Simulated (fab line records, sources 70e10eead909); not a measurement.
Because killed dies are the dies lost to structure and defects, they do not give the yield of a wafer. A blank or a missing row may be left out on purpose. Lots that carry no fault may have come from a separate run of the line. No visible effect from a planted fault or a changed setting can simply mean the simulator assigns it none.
fab line records	flow nand-harc
record: lots: 7	wafers: 21	last-day: 23
route steps=1159 shown P_M2@330 END@1159
lots that met no fault: taken from a fault-free run of the same line
start-h: start of the lot's first displayed wafer, in hours after the record's first day	wait-h: how many hours have passed since the lot's step before this one	" repeats the value in the row above	L1.1+2: several wafers, shown together as one row	- value missing, or start not given	* or withheld: withheld	< > ~ a bound
route shown NAME@n: names a module that has steps shown in the file, with the first one's number in the route	usual: mean/standard deviation taken from wafers without a fault	same: alike in all rows	chamber/n: place in a boat	sites: the reading at each site	_std_site: how widely they spread, as a standard deviation	_edge_site: mean of outer sites minus mean of inner sites	radius-mm: for every site, how far away it sits from the centre of the wafer	mask NAME#n: copy n	behind: the tool/chamber that last shaped the wafer	hold: what put the lot on hold/how long, in hours/how the hold closed	device: transistor that didn't switch, given as n, p or np	end of line: at the end of the route, the tests of the same wafers	for a step that has no rows: nothing shown but its recipe	killed: count of dies lost to structure and defects at first sort (not the wafer's yield)	map: dies across one wafer; x = killed, . = not, _ = none there
set.NAME: the setting the step ran with; set.NAME@STEP: the setting that earlier step ran with	model.NAME: the simulator's own value behind a step, which no gauge read
a table for each step, a row for each wafer; lots at some steps of the route
services: a tool's chamber out of use, with start hour (start-h, from the record's first day; less than 0 if before it), hours out, and reason
== steps ==
step: NHARC_P_M2_INSPECT_11
usual: raw-defect-count: 4.3/2.6
lot.wafer	tool	chamber	start-h	wait-h	raw-defect-count
L453.1	defect-inspect-02	-	134.92	0.0	0
L453.3	"	-	"	"	10
L453.4	"	-	"	"	4
L457.1	defect-inspect-01	-	168.51	0.0	4
L457.3	"	-	"	"	1
L457.6	"	-	"	"	1
L462.2	defect-inspect-01	-	201.02	0.0	2
L462.4	"	-	"	"	1
L462.5	"	-	"	"	3
L467.2	defect-inspect-02	-	222.73	0.0	7
L467.3	"	-	"	"	4
L467.5	"	-	"	"	3
L466.1	defect-inspect-02	-	223.29	0.0	4
L466.3	"	-	"	"	3
L466.6	"	-	"	"	6
L468.4	defect-inspect-01	-	230.23	0.0	6
L468.5	"	-	"	"	2
L468.6	"	-	"	"	7
L470.2	defect-inspect-01	-	231.88	0.0	9
L470.3	"	-	"	"	4
L470.6	"	-	"	"	4
step: NHARC_P_M2_DESCUM_14
recipe: time-s: 3	o2-flow-sccm: 200	ar-flow-sccm: 0	bias-power-w: 0	chemistry: O2
usual: drypump-motor-current-A: 5.7/0.59	o2-flow-sccm: 199.9/0.65	oes-product-au: 0.999/0.0072	rf-vpp-V: 57.7/0.86	showerhead-plenum-p-Torr: 1.91/0.079	throttle-valve-pct: 11.313/0.0087
lot.wafer	tool	chamber	start-h	wait-h	drypump-motor-current-A	o2-flow-sccm	oes-product-au	rf-hours-counter-h	rf-vpp-V	showerhead-plenum-p-Torr	throttle-valve-pct
L453.1	rie-diel-04	2	134.98	0.1	6.6	200.4	0.994	2	58.0	1.83	11.318
L453.3	"	0	"	"	5.7	199.4	1.002	2	57.0	2.01	11.312
L453.4	"	1	"	"	5.7	198.5	0.993	2	57.9	1.93	11.299
L457.1	rie-diel-01	0	168.59	0.1	5.6	200.5	1.004	11	56.4	1.85	11.317
L457.3	"	2	"	"	5.4	199.4	0.997	12	57.3	1.82	11.314
L457.6	"	0	"	"	5.6	199.8	0.994	-	57.2	1.85	11.310
L462.2	rie-diel-04	1	201.09	0.1	5.6	200.1	0.994	13	57.5	1.92	11.308
L462.4	"	2	"	"	6.5	199.7	1.001	13	57.8	1.83	11.317
L462.5	"	3	"	"	5.3	200.1	1.005	-	58.2	2.02	11.318
L467.2	rie-diel-04	3	222.80	0.1	5.3	200.1	1.007	17	59.1	2.02	11.291
L467.3	"	0	"	"	5.7	199.6	1.010	17	59.2	2.00	11.312
L467.5	"	2	"	"	6.6	199.3	1.000	-	57.9	1.83	11.307
L466.1	rie-diel-01	1	223.35	0.1	6.0	197.9	1.009	37	59.3	2.00	11.320
L466.3	"	0	"	"	5.6	199.6	1.007	30	56.6	1.84	11.310
L466.6	"	2	"	"	5.4	200.4	1.009	-	57.6	1.82	11.317
L468.4	rie-diel-01	1	230.30	0.1	6.0	199.6	1.007	39	59.3	2.00	11.308
L468.5	"	1	"	"	6.0	199.8	1.005	-	58.1	2.00	11.329
L468.6	"	2	"	"	5.4	200.3	1.006	-	55.6	1.82	11.320
L470.3	rie-diel-04	1	231.94	0.1	5.7	199.9	0.996	18	58.4	1.92	11.300
L470.2	"	0	"	"	5.7	198.6	0.993	19	58.0	2.00	11.309
L470.6	"	1	"	"	5.7	200.1	0.994	-	58.0	1.92	11.319
step: NHARC_P_M2_ETCH_35
recipe: target-depth-a: 400	overetch-a: 120	time-s: 43.94	ion-energy-ev: 200	n2-flow-sccm: 150	h2-flow-sccm: 150	ar-flow-sccm: 0	rf-w: 400	bias-w: 150	chemistry: N2/H2
step: NHARC_P_M2_ETCH_15
recipe: target-depth-a: 1825	time-s: 91.2	c4f8-flow-sccm: withheld	ar-flow-sccm: 400	rf-w: 600	bias-w: 300	chemistry: C4F8/Ar
step: NHARC_P_M2_CD_MEAS_16
usual: cd-nm: 170.0/0.65
lot.wafer	tool	chamber	start-h	wait-h	cd-nm
L453.1	cd-sem-03	-	135.28	-	169.9
L453.3	"	-	"	"	170.9
L453.4	"	-	"	"	170.4
L457.1	cd-sem-03	-	168.88	-	170.8
L457.3	"	-	"	"	170.2
L457.6	"	-	"	"	169.7
L462.2	cd-sem-03	-	201.39	-	169.4
L462.4	"	-	"	"	169.1
L462.5	"	-	"	"	168.9
L467.2	cd-sem-01	-	223.14	-	170.7
L467.3	"	-	"	"	171.0
L467.5	"	-	"	"	170.5
L466.1	cd-sem-03	-	223.69	-	169.0
L466.3	"	-	"	"	169.9
L466.6	"	-	"	"	169.4
L468.4	cd-sem-03	-	230.67	-	169.7
L468.5	"	-	"	"	168.7
L468.6	"	-	"	"	170.0
L470.2	cd-sem-03	-	232.25	-	169.4
L470.3	"	-	"	"	169.5
L470.6	"	-	"	"	169.7
step: NHARC_P_M2_STRIP_18
recipe: power-w: 1000	n2-flow-sccm: 150	h2-flow-sccm: 150	ar-flow-sccm: 0	bias-w: 0	chemistry: N2/H2
usual: drypump-motor-current-A: 5.7/0.6	oes-product-au: 0.998/0.0075	rf-vpp-V: 90.7/0.96	showerhead-plenum-p-Torr: 2.03/0.084	throttle-valve-pct: 14.170/0.0089
same: bias-w: 0
lot.wafer	tool	chamber	start-h	wait-h	drypump-motor-current-A	oes-product-au	rf-hours-counter-h	rf-vpp-V	showerhead-plenum-p-Torr	throttle-valve-pct
L453.3	rie-diel-07	3	135.36	0.1	5.4	0.991	2	90.9	2.06	14.166
L453.1	"	1	"	"	4.7	1.012	2	90.4	1.90	14.173
L453.4	"	2	"	"	6.5	0.991	2	90.6	2.03	14.176
L457.3	rie-diel-01	2	168.99	0.1	5.4	0.993	12	89.4	1.94	14.147
L457.1	"	3	"	"	5.0	0.993	10	89.6	1.91	14.174
L457.6	"	2	"	"	5.4	0.998	-	90.4	1.94	14.176
L462.2	rie-diel-07	3	201.49	0.1	5.4	0.991	4	90.7	2.06	14.179
L462.4	"	0	"	"	6.0	0.987	5	91.7	2.09	14.154
L462.5	"	2	"	"	6.5	0.985	-	89.9	2.03	14.155
L467.3	rie-diel-07	0	223.23	0.1	6.0	0.991	5	89.9	2.09	14.164
L467.2	"	2	"	"	6.5	0.984	6	90.7	2.03	14.188
L467.5	"	0	"	"	6.0	0.995	-	92.7	2.09	14.167
L466.1	rie-diel-01	0	223.79	0.1	5.6	0.990	30	90.8	1.96	14.176
L466.3	"	3	"	"	5.0	0.993	37	89.8	1.90	14.155
L466.6	"	1	"	"	6.0	0.995	-	92.3	2.13	14.177
L468.4	rie-diel-01	2	230.77	0.1	5.4	0.999	40	90.9	1.93	14.162
L468.6	"	1	"	"	6.0	1.002	-	91.7	2.13	14.165
L468.5	"	2	"	"	5.4	1.005	-	90.7	1.93	14.165
L470.2	rie-diel-01	1	232.32	0.1	6.0	0.998	40	92.0	2.13	14.167
L470.3	"	3	"	"	5.0	1.004	40	89.8	1.90	14.181
L470.6	"	1	"	"	6.0	0.998	-	92.0	2.13	14.171
step: NHARC_P_M2_ETCH_28
recipe: target-depth-a: 300	over-etch-frac: 0.3	time-s: 72.99	ion-energy-ev: 150	cf4-flow-sccm: 50	n2-flow-sccm: 100	ar-flow-sccm: 150	rf-w: 300	bias-w: 100	chemistry: CF4/N2
usual: bias-w: 100.0/0.3	drypump-motor-current-A: 5.6/0.61	oes-product-au: 0.998/0.0072	rf-vpp-V: 313.8/2	showerhead-plenum-p-Torr: 2.60/0.1	throttle-valve-pct: 19.793/0.0084
lot.wafer	tool	chamber	start-h	wait-h	bias-w	drypump-motor-current-A	oes-product-au	rf-hours-counter-h	rf-vpp-V	showerhead-plenum-p-Torr	throttle-valve-pct
L453.4	rie-diel-07	0	-	-	100.3	6.0	0.985	2	316.8	2.69	19.789
L453.1	"	2	"	"	99.9	6.5	0.988	2	312.5	2.61	19.771
L453.3	"	3	"	"	100.1	5.4	0.998	2	314.7	2.65	19.784
L457.3	rie-diel-01	2	-	-	100.0	5.4	0.994	12	312.2	2.51	19.795
L457.1	"	0	"	"	99.8	5.5	0.997	12	313.2	2.54	19.790
L457.6	"	3	"	"	99.7	5.0	1.006	-	311.2	2.47	19.779
L462.2	rie-diel-07	2	-	-	99.7	6.5	0.994	5	314.9	2.61	19.783
L462.4	"	0	"	"	99.8	6.0	0.990	5	315.2	2.69	19.779
L462.5	"	1	"	"	100.0	4.7	1.013	-	312.0	2.46	19.796
L467.3	rie-diel-07	2	-	-	100.0	6.5	0.988	6	313.9	2.61	19.778
L467.2	"	3	"	"	100.5	5.4	0.994	5	315.5	2.65	19.795
L467.5	"	0	"	"	100.0	6.0	0.988	-	313.5	2.69	19.801
L466.3	rie-diel-01	2	-	-	99.9	5.4	0.991	38	311.9	2.50	19.794
L466.1	"	1	"	"	100.1	6.0	0.995	37	314.9	2.74	19.786
L466.6	"	2	"	"	100.4	5.4	0.994	-	312.8	2.50	19.796
L468.4	rie-diel-01	0	-	-	99.3	5.6	1.001	32	312.7	2.53	19.789
L468.6	"	2	"	"	100.1	5.4	0.995	-	311.6	2.50	19.799
L468.5	"	3	"	"	99.3	5.0	1.005	-	311.5	2.46	19.798
L470.3	rie-diel-01	3	-	-	100.3	5.0	0.997	40	312.1	2.46	19.786
L470.2	"	1	"	"	100.1	5.9	0.992	40	316.3	2.74	19.809
L470.6	"	2	"	"	99.8	5.4	0.998	-	313.8	2.50	19.793
step: NHARC_P_M2_STRIP_19
recipe: time-s: 600	temp-c: 30	chemistry: post-etch-residue-remover
step: NHARC_P_M2_DEGAS_29
recipe: temp-c: 250	time-s: 60
step: NHARC_P_M2_PRE_CLEAN_30
recipe: time-s: 30	temp-c: 280	gas: H2/He
step: NHARC_P_M2_PVD_20
recipe: target-thk-a: 50	bias-v: 168.6	power-w: 15000	chamber-pressure-pa: 0.12	time-s: 8.06	substrate-temp-c: 50	material: TaN
usual: throttle-valve-pct: 30.0/0.92
lot.wafer	tool	chamber	start-h	wait-h	throttle-valve-pct
L453.1	pvd-sputter-01	-	-	-	29.4
L453.3	"	-	"	"	30.0
L453.4	"	-	"	"	29.8
L457.1	pvd-sputter-02	-	-	-	30.0
L457.3	"	-	"	"	30.1
L457.6	"	-	"	"	28.0
L462.2	pvd-sputter-03	-	-	-	29.8
L462.4	"	-	"	"	30.9
L462.5	"	-	"	"	29.7
L467.3	pvd-sputter-03	-	-	-	31.8
L467.2	"	-	"	"	31.0
L467.5	"	-	"	"	31.5
L466.3	pvd-sputter-03	-	-	-	30.8
L466.1	"	-	"	"	29.7
L466.6	"	-	"	"	31.0
L468.4	pvd-sputter-01	-	-	-	30.2
L468.6	"	-	"	"	29.1
L468.5	"	-	"	"	29.1
L470.2	pvd-sputter-03	-	-	-	30.9
L470.3	"	-	"	"	30.2
L470.6	"	-	"	"	30.8
step: NHARC_P_M2_PVD_21
recipe: target-thk-a: 300	chamber-pressure-pa: 5	power-w: 5000	substrate-temp-c: 30	time-s: 20.49	material: Cu
usual: throttle-valve-pct: 30.1/0.85
lot.wafer	tool	chamber	start-h	wait-h	throttle-valve-pct
L453.1	pvd-sputter-01	-	-	-	29.2
L453.4	"	-	"	"	28.7
L453.3	"	-	"	"	30.3
L457.1	pvd-sputter-02	-	-	-	30.3
L457.3	"	-	"	"	30.2
L457.6	"	-	"	"	30.2
L462.2	pvd-sputter-03	-	-	-	30.3
L462.4	"	-	"	"	31.5
L462.5	"	-	"	"	30.9
L467.3	pvd-sputter-03	-	-	-	30.3
L467.2	"	-	"	"	29.9
L467.5	"	-	"	"	30.2
L466.3	pvd-sputter-03	-	-	-	31.2
L466.1	"	-	"	"	31.6
L466.6	"	-	"	"	29.9
L468.4	pvd-sputter-01	-	-	-	30.0
L468.6	"	-	"	"	30.7
L468.5	"	-	"	"	30.1
L470.3	pvd-sputter-03	-	-	-	31.6
L470.2	"	-	"	"	30.0
L470.6	"	-	"	"	30.9
step: NHARC_P_M2_ECD_22
recipe: target-thk-a: 4000	bath-temp-c: 25	material: Cu
usual: bath-heat-duty-pct: 5.8/0.74
lot.wafer	tool	chamber	start-h	wait-h	bath-heat-duty-pct
L453.1	ecd-cu-01	0	136.44	-	5.4
L453.3	"	1	"	"	5.6
L453.4	"	0	"	"	5.3
L457.1	ecd-cu-02	0	169.97	-	5.6
L457.3	"	0	"	"	6.2
L457.6	"	1	"	"	6.3
L462.2	ecd-cu-01	1	202.46	-	6.1
L462.4	"	1	"	"	6.2
L462.5	"	0	"	"	5.1
L467.2	ecd-cu-02	0	224.26	-	4.5
L467.3	"	1	"	"	5.7
L467.5	"	1	"	"	5.9
L466.1	ecd-cu-01	0	224.81	-	4.7
L466.3	"	0	"	"	5.1
L466.6	"	1	"	"	5.5
L468.4	ecd-cu-02	0	231.90	-	5.5
L468.5	"	1	"	"	5.6
L468.6	"	0	"	"	6.0
L470.2	ecd-cu-02	0	233.33	-	6.2
L470.3	"	1	"	"	5.7
L470.6	"	1	"	"	6.6
step: NHARC_P_M2_ANNEAL_31
recipe: temp-c: 225	time-s: 90
step: NHARC_P_M2_CMP_23
recipe: t-overpolish-s: 20	target-thk-nm: 144.3
usual: motor-current-A: 12.5/1.3	slurry-flow-ml-min: 150.0/0.46	time-to-endpoint-s: 28.9/2.4
lot.wafer	tool	chamber	start-h	wait-h	motor-current-A	slurry-flow-ml-min	time-to-endpoint-s
L453.1	cmp-03	0	137.11	-	11.7	150.2	31.9
L453.4	"	2	"	"	12.4	150.2	28.5
L453.3	"	3	"	"	12.9	149.5	26.5
L457.1	cmp-03	0	170.69	-	10.8	150.4	31.3
L457.3	"	1	"	"	14.3	149.3	31.4
L457.6	"	0	"	"	11.6	149.8	31.2
L462.2	cmp-03	3	203.21	-	13.2	150.0	24.4
L462.4	"	0	"	"	12.0	149.9	24.7
L462.5	"	2	"	"	13.3	149.3	23.8
L467.2	cmp-03	2	224.93	-	12.7	150.5	41.8
L467.3	"	0	"	"	11.0	150.1	28.8
L467.5	"	3	"	"	13.0	151.1	25.2
L466.3	cmp-01	0	225.58	-	13.2	149.2	33.5
L466.1	"	1	"	"	10.4	150.1	33.3
L466.6	"	0	"	"	13.4	149.5	33.9
L468.4	cmp-01	0	232.48	-	13.5	150.1	42.0
L468.6	"	0	"	"	13.4	150.7	44.4
L468.5	"	1	"	"	10.3	149.3	31.3
L470.2	cmp-03	1	234.04	-	14.2	149.3	39.7
L470.3	"	0	"	"	11.3	149.3	29.5
L470.6	"	1	"	"	14.0	149.6	28.9
step: NHARC_P_M2_THK_MEAS_24
recipe: thk-meas-gauge: xrf
usual: thk-nm: 144.5/1.4
lot.wafer	tool	chamber	start-h	wait-h	thk-nm
L453.1	film-metro-02	-	137.42	-	144.9
L453.3	"	-	"	"	144.9
L453.4	"	-	"	"	145.0
L457.1	film-metro-02	-	171.01	-	144.8
L457.3	"	-	"	"	145.0
L457.6	"	-	"	"	145.2
L462.2	film-metro-02	-	203.50	-	142.8
L462.4	"	-	"	"	146.7
L462.5	"	-	"	"	141.9
L467.2	film-metro-01	-	225.25	-	144.1
L467.3	"	-	"	"	144.0
L467.5	"	-	"	"	144.8
L466.1	film-metro-02	-	225.86	-	145.8
L466.3	"	-	"	"	143.2
L466.6	"	-	"	"	145.6
L468.4	film-metro-01	-	232.80	-	146.2
L468.5	"	-	"	"	145.4
L468.6	"	-	"	"	146.2
L470.2	film-metro-01	-	234.36	-	143.8
L470.3	"	-	"	"	146.1
L470.6	"	-	"	"	141.8
step: NHARC_END_SORT_01
recipe: temp-c: 25
usual: defect-limited-yield: 95.2/1.4	killed-at-array: 28/8.9	killed-at-other: 0.8/1.2	killed-at-periphery: 3.3/2.3	killed-dies: 32/9.4	killed-open: 3.2/1.8	killed-short: 1.9/1.4	sort_bin_2_pct: 1.4/0.56	sort_bin_3_pct: 0.26/0.21	sort_bin_4_pct: 3.1/1	sort-n-pass: 645/9.4	sort-rim-yield-pct: 95.7/2.4	sort-yield-pct: 95.2/1.4
same: gross-dies: 677	sort_bin_5_pct[%]: 0	sort_bin_6_pct[%]: 0	sort_bin_7_pct[%]: 0	sort_bin_8_pct[%]: 0	sort-rim-n-gross: 106.00
lot.wafer	tool	chamber	start-h	wait-h	defect-limited-yield[%]	killed-at-array	killed-at-other	killed-at-periphery	killed-dies	killed-open	killed-short	sort_bin_2_pct[%]	sort_bin_3_pct[%]	sort_bin_4_pct[%]	sort-n-pass	sort-rim-yield-pct[%]	sort-yield-pct[%]
L453.1	prober-02	0	456.64	2.5	96.5	21	1	2	24	7	1	0.9	0.30	2.4	653	96.2	96.5
L453.3	prober-02	0	458.24	3.1	96.8	15	1	6	22	2	3	1.0	0.44	1.8	655	94.3	96.8
L453.4	prober-02	0	459.03	3.4	97.9	11	0	3	14	1	1	0.9	0	1.2	663	96.2	97.9
L462.2	prober-01	0	526.05	2.8	95.6	29	0	1	30	3	3	1.0	0.30	3.1	647	95.3	95.6
L462.4	prober-01	0	527.64	3.4	95.9	27	0	1	28	3	2	1.5	0.15	2.5	649	95.3	95.9
L462.5	prober-01	0	528.44	3.7	96.0	25	0	2	27	5	1	1.6	0	2.4	650	94.3	96.0
L467.2	prober-01	0	533.84	2.8	93.2	38	0	8	46	4	2	1.6	0.74	4.4	631	99.1	93.2
L467.3	prober-01	0	534.65	3.1	94.5	34	1	2	37	3	1	1.8	0.15	3.5	640	98.1	94.5
L467.5	prober-01	0	536.26	3.7	94.2	31	5	3	39	1	4	1.3	0.59	3.8	638	98.1	94.2
L466.1	prober-02	0	545.27	2.5	94.8	33	0	2	35	5	2	2.7	0.15	2.4	642	98.1	94.8
L466.3	prober-02	0	546.88	3.1	93.1	44	1	2	47	4	1	1.6	0.15	5.2	630	91.5	93.1
L466.6	prober-02	0	549.29	4.0	93.8	37	1	4	42	2	1	1.5	0.30	4.4	635	97.2	93.8
L470.2	prober-01	0	552.73	2.8	95.4	22	1	8	31	3	4	1.5	0.59	2.5	646	94.3	95.4
L470.3	prober-01	0	553.53	3.1	95.7	25	1	3	29	2	3	0.9	0	3.4	648	95.3	95.7
L470.6	prober-01	0	555.92	4.0	97.2	13	0	6	19	5	3	1.2	0	1.6	658	96.2	97.2
L468.4	prober-02	0	559.15	3.4	95.3	29	0	3	32	0	1	1.2	0.30	3.2	645	97.2	95.3
L468.5	prober-02	0	559.95	3.7	93.1	45	1	1	47	1	4	2.5	0.30	4.1	630	99.1	93.1
L468.6	prober-02	0	560.76	4.0	93.8	39	0	3	42	2	3	2.1	0.30	3.8	635	91.5	93.8
killed by level:class
L453.1 A_CHANNEL_HOLE_D1:chamber-film-flake=4 A_CONTACT:chamber-film-flake=4 A_BONDPAD:chamber-film-flake=4 A_M0:geometric-particle:open=2 A_STAIRCASE:chamber-film-flake=2 A_SLIT:chamber-film-flake=2 P_CONTACT:geometric-particle:open=1 P_M0:geometric-particle:open=1
L453.3 A_BONDPAD:chamber-film-flake=6 A_STAIRCASE:chamber-film-flake=4 P_STI:chamber-film-flake=3 P_CONTACT:geometric-particle:open=1 P_M0:geometric-particle:short=1 A_SGD_CUT:geometric-particle:short=1 A_WL_FILL:geometric-particle:open=1 A_CONTACT:geometric-particle:short=1
L453.4 A_BONDPAD:chamber-film-flake=3 A_CHANNEL_HOLE_D1:chamber-film-flake=3 A_CONTACT:chamber-film-flake=3 P_ZERO_WELL:chamber-film-flake=2 P_GATE:geometric-particle:open=1 A_SLIT:geometric-particle:short=1 A_STAIRCASE:chamber-film-flake=1
L462.2 A_SLIT:chamber-film-flake=12 A_CHANNEL_HOLE_D1:chamber-film-flake=6 A_STAIRCASE:chamber-film-flake=3 A_WL_FILL:geometric-particle:short=2 A_CONTACT:geometric-particle:open=2 P_GATE:geometric-particle:open=1 A_CONTACT:geometric-particle:short=1 A_CHANNEL_FILL_D1:chamber-film-flake=1
L462.4 A_SLIT:chamber-film-flake=14 A_CHANNEL_HOLE_D1:chamber-film-flake=3 A_STAIRCASE:chamber-film-flake=3 A_WL_FILL:chamber-film-flake=2 P_M0:geometric-particle:open=1 A_ONON_D1:geometric-particle:open=1 A_CHANNEL_FILL_D1:geometric-particle:short=1 A_CHANNEL_FILL_D1:geometric-particle:open=1
L462.5 A_SLIT:chamber-film-flake=12 A_CHANNEL_HOLE_D1:chamber-film-flake=5 A_STAIRCASE:chamber-film-flake=3 P_CONTACT:geometric-particle:open=1 P_M0:geometric-particle:open=1 A_CHANNEL_FILL_D1:geometric-particle:open=1 A_WL_FILL:geometric-particle:open=1 A_CONTACT:geometric-particle:short=1
L467.2 A_CHANNEL_HOLE_D1:chamber-film-flake=24 P_GATE:chamber-film-flake=6 A_CONTACT:chamber-film-flake=4 A_ONON_D1:geometric-particle:short=2 A_STAIRCASE:chamber-film-flake=2 A_WL_FILL:chamber-film-flake=2 A_SOURCE_PLATE:geometric-particle:open=1 A_WL_FILL:geometric-particle:open=1
L467.3 A_CHANNEL_HOLE_D1:chamber-film-flake=22 A_STAIRCASE:chamber-film-flake=3 A_CONTACT:chamber-film-flake=3 A_WL_FILL:geometric-particle:open=2 A_CHANNEL_FILL_D1:geometric-particle:short=1 A_BLC:geometric-particle:open=1 P_STI:chamber-film-flake=1 P_GATE:chamber-film-flake=1
L467.5 A_CHANNEL_HOLE_D1:chamber-film-flake=22 THIN_TSV:chamber-film-flake=5 A_STAIRCASE:chamber-film-flake=3 P_GATE:chamber-film-flake=2 P_M0:geometric-particle:short=1 A_SOURCE_PLATE:geometric-particle:short=1 A_ONON_D1:geometric-particle:short=1 A_CHANNEL_HOLE_D1:geometric-particle:short=1
L466.1 A_SLIT:chamber-film-flake=16 A_CONTACT:chamber-film-flake=5 A_CHANNEL_HOLE_D1:chamber-film-flake=3 A_STAIRCASE:chamber-film-flake=3 A_M0:geometric-particle:open=2 P_GATE:geometric-particle:open=1 A_ONON_D1:geometric-particle:open=1 A_CHANNEL_FILL_D1:geometric-particle:short=1
L466.3 A_SLIT:chamber-film-flake=19 A_CHANNEL_HOLE_D1:chamber-film-flake=8 A_STAIRCASE:chamber-film-flake=6 A_CONTACT:chamber-film-flake=5 A_BLC:geometric-particle:open=2 A_ONON_D1:geometric-particle:short=1 A_CHANNEL_FILL_D1:geometric-particle:open=1 A_M1:geometric-particle:open=1
L466.6 A_SLIT:chamber-film-flake=14 A_CONTACT:chamber-film-flake=10 A_CHANNEL_HOLE_D1:chamber-film-flake=6 P_ZERO_WELL:chamber-film-flake=3 A_M0:geometric-particle:open=2 A_STAIRCASE:chamber-film-flake=2 A_SOURCE_PLATE:geometric-particle:short=1 P_M0:chamber-film-flake=1
L470.2 A_CONTACT:chamber-film-flake=7 A_CHANNEL_HOLE_D1:chamber-film-flake=4 P_GATE:chamber-film-flake=3 A_STAIRCASE:chamber-film-flake=3 P_STI:chamber-film-flake=2 A_WL_FILL:chamber-film-flake=2 P_M0:geometric-particle:open=1 A_CHANNEL_HOLE_D1:geometric-particle:short=1
L470.3 A_CHANNEL_HOLE_D1:chamber-film-flake=8 A_CONTACT:chamber-film-flake=7 A_CHANNEL_FILL_D1:geometric-particle:short=3 A_STAIRCASE:chamber-film-flake=3 A_M0:geometric-particle:open=2 P_M1:chamber-film-flake=2 P_ZERO_WELL:chamber-film-flake=1 A_SLIT:chamber-film-flake=1
L470.6 A_CONTACT:chamber-film-flake=4 A_STAIRCASE:chamber-film-flake=3 P_M0:geometric-particle:open=2 P_M1:chamber-film-flake=2 A_CHANNEL_HOLE_D1:chamber-film-flake=2 P_M0:geometric-particle:short=1 P_M1:geometric-particle:open=1 A_CHANNEL_HOLE_D1:geometric-particle:short=1
L468.4 A_CHANNEL_HOLE_D1:chamber-film-flake=20 A_CONTACT:chamber-film-flake=7 P_M1:chamber-film-flake=2 A_WL_FILL:geometric-particle:short=1 P_ZERO_WELL:chamber-film-flake=1 A_STAIRCASE:chamber-film-flake=1
L468.5 A_CHANNEL_HOLE_D1:chamber-film-flake=29 A_CONTACT:chamber-film-flake=8 A_STAIRCASE:chamber-film-flake=4 P_M0:geometric-particle:short=1 A_CHANNEL_FILL_D1:geometric-particle:short=1 A_SGD_CUT:geometric-particle:short=1 A_CONTACT:geometric-particle:open=1 STARTING-WAFER:geometric-particle:short=1
L468.6 A_CHANNEL_HOLE_D1:chamber-film-flake=22 A_STAIRCASE:chamber-film-flake=6 A_CONTACT:chamber-film-flake=4 A_CONTACT:geometric-particle:short=2 P_CONTACT:geometric-particle:open=1 A_CHANNEL_FILL_D1:geometric-particle:open=1 A_CHANNEL_FILL_D1:geometric-particle:short=1 P_ZERO_WELL:chamber-film-flake=1
== services ==
tool	chamber	start-h	hours	kind
rie-diel-04	-	111.90	9.0	pm
cmp-01	-	111.92	27.3	repair
rie-diel-01	2	112.65	15.5	repair
rie-diel-01	0	117.48	-	clean
rie-diel-01	1	117.48	-	clean
rie-diel-01	3	117.48	-	clean
rie-diel-07	2	121.56	8.1	repair
rie-diel-01	-	138.09	9.0	pm
rie-diel-01	0	138.09	9.0	vent-cycle
rie-diel-01	1	138.09	9.0	vent-cycle
rie-diel-01	2	138.09	9.0	vent-cycle
rie-diel-01	3	138.09	9.0	vent-cycle
rie-diel-07	3	152.21	17.1	repair
cmp-03	-	156.09	4.0	pm
pvd-sputter-01	-	158.01	10.0	pm
cmp-03	-	164.59	1.6	repair
rie-diel-01	0	172.11	9.6	repair
ecd-cu-02	-	180.00	8.0	pm
cmp-01	-	202.09	4.0	pm
rie-diel-04	1	206.97	14.9	repair
cmp-01	-	213.67	1.9	repair
pvd-sputter-02	-	214.00	10.0	pm
pvd-sputter-02	-	226.61	1.8	repair
rie-diel-07	-	228.20	9.0	pm
== key ==
first-sign: step: NHARC_P_M2_CMP_23	reading: time-to-endpoint-s	direction: up	sigmas: 5.4	usual: *	struck: *
effect none on later readings
met-at NHARC_P_M2_ECD_22
struck-wafers L467.2,L468.4,L468.6,L470.2
onset-between 169.97 224.26
fault: kind: process-parameter-drift	tool: ecd-cu-02	chamber: 0	onset-h: 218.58	steps: NHARC_P_M2_ECD_22	channel: target-thk-a	offset: *	shape: step	end-h: 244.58	acts-in: *	stated: *
